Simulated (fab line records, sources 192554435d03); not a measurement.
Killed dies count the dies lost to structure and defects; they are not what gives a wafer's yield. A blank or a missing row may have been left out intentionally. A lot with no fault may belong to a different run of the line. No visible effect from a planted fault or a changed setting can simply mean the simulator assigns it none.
Matching of chambers || flow n5-finfet || N5_BEOL_M0_CO_CAP_123 on cvd-co-02 has 3 sister chambers
The step material Co, precursor CCTBA/H2, target thk 2 nm, time 102.1 s. 6 wafers are shown with their chamber, then 11 later ones without.

WAFERS, EACH WITH ITS CHAMBER
{"wafer": "L080.6", "chamber": 2, "heater-power-w (W)": 233, "chamber-pressure-Torr (Torr)": 30.04}
{"wafer": "L082.2", "chamber": 2, "heater-power-w (W)": 237, "chamber-pressure-Torr (Torr)": 29.89}
{"wafer": "L082.3", "chamber": 1, "heater-power-w (W)": 201, "chamber-pressure-Torr (Torr)": 30.02}
{"wafer": "L085.4", "chamber": 1, "heater-power-w (W)": 201, "chamber-pressure-Torr (Torr)": 29.98}
{"wafer": "L085.5", "chamber": 0, "heater-power-w (W)": 244, "chamber-pressure-Torr (Torr)": 29.99}
{"wafer": "L086.1", "chamber": 0, "heater-power-w (W)": 255, "chamber-pressure-Torr (Torr)": 29.99}

WAFERS WHOSE CHAMBER IS MISSING
{"wafer": "L086.2", "heater-power-w (W)": 209, "chamber-pressure-Torr (Torr)": 30.01}
{"wafer": "L086.6", "heater-power-w (W)": 254, "chamber-pressure-Torr (Torr)": 29.90}
{"wafer": "L088.2", "heater-power-w (W)": 205, "chamber-pressure-Torr (Torr)": 30.12}
{"wafer": "L088.5", "heater-power-w (W)": 253, "chamber-pressure-Torr (Torr)": 29.92}
{"wafer": "L088.6", "heater-power-w (W)": 236, "chamber-pressure-Torr (Torr)": 29.95}
{"wafer": "L093.2", "heater-power-w (W)": 232, "chamber-pressure-Torr (Torr)": 29.90}
{"wafer": "L093.3", "heater-power-w (W)": 253, "chamber-pressure-Torr (Torr)": 29.99}
{"wafer": "L093.5", "heater-power-w (W)": 230, "chamber-pressure-Torr (Torr)": 29.93}
{"wafer": "L096.2", "heater-power-w (W)": 248, "chamber-pressure-Torr (Torr)": 29.92}
{"wafer": "L096.4", "heater-power-w (W)": 236, "chamber-pressure-Torr (Torr)": 30.05}
{"wafer": "L096.6", "heater-power-w (W)": 201, "chamber-pressure-Torr (Torr)": 29.98}

THE CHAMBER EACH PASSED THROUGH
{"wafer": "L086.2", "from the rows above": 1, "in truth": 1}
{"wafer": "L086.6", "from the rows above": 0, "in truth": 0}
{"wafer": "L088.2", "from the rows above": 1, "in truth": 1}
{"wafer": "L088.5", "from the rows above": 0, "in truth": 0}
{"wafer": "L088.6", "from the rows above": 2, "in truth": 2}
{"wafer": "L093.2", "from the rows above": 2, "in truth": 2}
{"wafer": "L093.3", "from the rows above": 0, "in truth": 0}
{"wafer": "L093.5", "from the rows above": 2, "in truth": 2}
{"wafer": "L096.2", "from the rows above": "can't be placed: 0 or 2", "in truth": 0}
{"wafer": "L096.4", "from the rows above": "can't be placed: 2 or 0", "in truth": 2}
{"wafer": "L096.6", "from the rows above": 1, "in truth": 1}
9 of 11 placed correctly. Cannot be placed on the basis of these rows: 2; the candidates contain the true chamber in 2. Placed wrongly: 0.
How it was worked out, from the rows above alone: a wafer's distance from a chamber is the root of the sum, over the readings, of the square of ((its reading less the chamber's mean) divided by the reading's scatter). The wafer belongs to the nearest chamber; if the next one is less than 2 further off, it can't be placed. Each chamber's mean is taken over the wafers shown for it. The scatter is the square root of a quotient: the sum, over the shown wafers, of each reading's squared deviation from its chamber's mean, divided by wafers minus chambers.
